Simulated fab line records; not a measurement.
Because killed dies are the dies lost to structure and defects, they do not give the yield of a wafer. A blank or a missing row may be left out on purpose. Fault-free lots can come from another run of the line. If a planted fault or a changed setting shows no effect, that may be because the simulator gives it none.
Split-lot experiment || flow n5-finfet || 7 lots, 21 wafers read, on a route of 1938 steps

== THE SPLIT ==
At N5_SD_EPI_N_EPI_21 (deposits Si:P, time 690 s), the setting time-s was moved away from the recipe's 690 s on 6 of the 21 wafers read, by -10.5% to -6.9%. All remaining wafers had this setting at the recipe value.

Reading taken at the split's own step.

== THE READING ==
Si-P_of_SD_EPI_N_EPI_21.thk-nm (the simulator's own value, which no gauge read), in nm, at N5_SD_EPI_N_EPI_21 (deposits Si:P, time 690 s). No usual value for it is given in the file. Average 59.5 nm, standard deviation 0.75 nm, over the 15 wafers here run with the recipe.

{"wafer": "L076.2", "tool, chamber at the split": "epi-rpcvd-03, 0", "time-s as run, s": 690, "against the recipe": "recipe", "Si-P_of_SD_EPI_N_EPI_21.thk-nm, nm": 60, "against lot-mates on the recipe": "-"}
{"wafer": "L076.5", "tool, chamber at the split": "epi-rpcvd-03, 0", "time-s as run, s": 690, "against the recipe": "recipe", "Si-P_of_SD_EPI_N_EPI_21.thk-nm, nm": 60, "against lot-mates on the recipe": "-"}
{"wafer": "L076.6", "tool, chamber at the split": "epi-rpcvd-03, 0", "time-s as run, s": 690, "against the recipe": "recipe", "Si-P_of_SD_EPI_N_EPI_21.thk-nm, nm": 60.2, "against lot-mates on the recipe": "-"}
{"wafer": "L079.1", "tool, chamber at the split": "epi-rpcvd-02, 0", "time-s as run, s": 690, "against the recipe": "recipe", "Si-P_of_SD_EPI_N_EPI_21.thk-nm, nm": 60.2, "against lot-mates on the recipe": "-"}
{"wafer": "L079.2", "tool, chamber at the split": "epi-rpcvd-02, 0", "time-s as run, s": 690, "against the recipe": "recipe", "Si-P_of_SD_EPI_N_EPI_21.thk-nm, nm": 60.2, "against lot-mates on the recipe": "-"}
{"wafer": "L079.3", "tool, chamber at the split": "epi-rpcvd-02, 0", "time-s as run, s": 690, "against the recipe": "recipe", "Si-P_of_SD_EPI_N_EPI_21.thk-nm, nm": 60.4, "against lot-mates on the recipe": "-"}
{"wafer": "L080.1", "tool, chamber at the split": "epi-rpcvd-03, 0", "time-s as run, s": 642.1, "against the recipe": "-6.9%", "Si-P_of_SD_EPI_N_EPI_21.thk-nm, nm": 56, "against lot-mates on the recipe": -2.8}
{"wafer": "L080.3", "tool, chamber at the split": "epi-rpcvd-03, 0", "time-s as run, s": 642.1, "against the recipe": "-6.9%", "Si-P_of_SD_EPI_N_EPI_21.thk-nm, nm": 56, "against lot-mates on the recipe": -2.8}
{"wafer": "L080.6", "tool, chamber at the split": "epi-rpcvd-03, 0", "time-s as run, s": 690, "against the recipe": "recipe", "Si-P_of_SD_EPI_N_EPI_21.thk-nm, nm": 58.8, "against lot-mates on the recipe": "-"}
{"wafer": "L083.4", "tool, chamber at the split": "epi-rpcvd-03, 0", "time-s as run, s": 626.5, "against the recipe": "-9.2%", "Si-P_of_SD_EPI_N_EPI_21.thk-nm, nm": 56.2, "against lot-mates on the recipe": -3.2}
{"wafer": "L083.5", "tool, chamber at the split": "epi-rpcvd-03, 0", "time-s as run, s": 690, "against the recipe": "recipe", "Si-P_of_SD_EPI_N_EPI_21.thk-nm, nm": 59.4, "against lot-mates on the recipe": "-"}
{"wafer": "L083.6", "tool, chamber at the split": "epi-rpcvd-03, 0", "time-s as run, s": 626.5, "against the recipe": "-9.2%", "Si-P_of_SD_EPI_N_EPI_21.thk-nm, nm": 55.4, "against lot-mates on the recipe": -4.0}
{"wafer": "L086.2", "tool, chamber at the split": "epi-rpcvd-02, 0", "time-s as run, s": 690, "against the recipe": "recipe", "Si-P_of_SD_EPI_N_EPI_21.thk-nm, nm": 59.6, "against lot-mates on the recipe": "-"}
{"wafer": "L086.3", "tool, chamber at the split": "epi-rpcvd-02, 0", "time-s as run, s": 690, "against the recipe": "recipe", "Si-P_of_SD_EPI_N_EPI_21.thk-nm, nm": 60, "against lot-mates on the recipe": "-"}
{"wafer": "L086.4", "tool, chamber at the split": "epi-rpcvd-02, 0", "time-s as run, s": 690, "against the recipe": "recipe", "Si-P_of_SD_EPI_N_EPI_21.thk-nm, nm": 59.8, "against lot-mates on the recipe": "-"}
{"wafer": "L091.1", "tool, chamber at the split": "epi-rpcvd-01, 0", "time-s as run, s": 690, "against the recipe": "recipe", "Si-P_of_SD_EPI_N_EPI_21.thk-nm, nm": 59.4, "against lot-mates on the recipe": "-"}
{"wafer": "L091.2", "tool, chamber at the split": "epi-rpcvd-01, 0", "time-s as run, s": 617.3, "against the recipe": "-10.5%", "Si-P_of_SD_EPI_N_EPI_21.thk-nm, nm": 55, "against lot-mates on the recipe": -4.4}
{"wafer": "L091.3", "tool, chamber at the split": "epi-rpcvd-01, 0", "time-s as run, s": 617.3, "against the recipe": "-10.5%", "Si-P_of_SD_EPI_N_EPI_21.thk-nm, nm": 54.2, "against lot-mates on the recipe": -5.2}
{"wafer": "L092.3", "tool, chamber at the split": "epi-rpcvd-01, 0", "time-s as run, s": 690, "against the recipe": "recipe", "Si-P_of_SD_EPI_N_EPI_21.thk-nm, nm": 58.6, "against lot-mates on the recipe": "-"}
{"wafer": "L092.4", "tool, chamber at the split": "epi-rpcvd-01, 0", "time-s as run, s": 690, "against the recipe": "recipe", "Si-P_of_SD_EPI_N_EPI_21.thk-nm, nm": 58, "against lot-mates on the recipe": "-"}
{"wafer": "L092.5", "tool, chamber at the split": "epi-rpcvd-01, 0", "time-s as run, s": 690, "against the recipe": "recipe", "Si-P_of_SD_EPI_N_EPI_21.thk-nm, nm": 58.2, "against lot-mates on the recipe": "-"}

FIT RESULTS
A straight line over all 21 wafers: Si-P_of_SD_EPI_N_EPI_21.thk-nm changes by +0.452 nm for each +1% of time-s; r = +0.94; the points scatter about the line by 0.72 nm.
The same after taking each lot's own level away (the mean of its wafers on the recipe; 21 wafers): +0.424 nm for each +1%; r = +0.99; scatter 0.27 nm.
The reading moves by 4.5 nm for the largest change in time-s, on that fit.
The span of the lots' own levels, 58.27 to 60.27 nm, comes to 2.7 times the standard deviation stated above.
The two slopes are in agreement: the lot-to-lot level therefore moves the slope only a little.
Check: for one of the wafers moved furthest among these (-10.5%), held out of the fit, the line's prediction against its lot-mates is -4.47 nm. Against them it came out at -4.4 nm.

== FURTHER SPLITS ON THESE WAFERS ==
Note: prior to the reading, these wafers also went through further splits. Each is held against what the fit with the lots' levels taken away leaves over:
{"other split on the same wafers": "N5_ZERO_LAYER_EXPOSE_08 dose-mj", "wafers away from the commonest value": 6, "r with Si-P_of_SD_EPI_N_EPI_21.thk-nm (lot level and that fit taken away)": -0.07}
{"other split on the same wafers": "N5_ZERO_LAYER_DEVELOP_10 develop-time-s", "wafers away from the commonest value": 7, "r with Si-P_of_SD_EPI_N_EPI_21.thk-nm (lot level and that fit taken away)": "+0.02"}
{"other split on the same wafers": "N5_FIN_SAQP_SPACER1_ALD_24 ald-cycles", "wafers away from the commonest value": 5, "r with Si-P_of_SD_EPI_N_EPI_21.thk-nm (lot level and that fit taken away)": "+0.05"}
{"other split on the same wafers": "N5_FIN_SAQP_COAT_68 spin-rpm", "wafers away from the commonest value": 8, "r with Si-P_of_SD_EPI_N_EPI_21.thk-nm (lot level and that fit taken away)": -0.25}
{"other split on the same wafers": "N5_FIN_CUT_COAT_29 spin-rpm", "wafers away from the commonest value": 6, "r with Si-P_of_SD_EPI_N_EPI_21.thk-nm (lot level and that fit taken away)": -0.27}
{"other split on the same wafers": "N5_DUMMY_GATE_PECVD_30 time-s", "wafers away from the commonest value": 2, "r with Si-P_of_SD_EPI_N_EPI_21.thk-nm (lot level and that fit taken away)": "+0.07"}
{"other split on the same wafers": "N5_DUMMY_GATE_COAT_28 spin-rpm", "wafers away from the commonest value": 9, "r with Si-P_of_SD_EPI_N_EPI_21.thk-nm (lot level and that fit taken away)": "+0.04"}

== FILE'S OWN FIT ==
Si-P_of_SD_EPI_N_EPI_21.thk-nm changes by +0.423 nm for each +1% of time-s, r = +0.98.
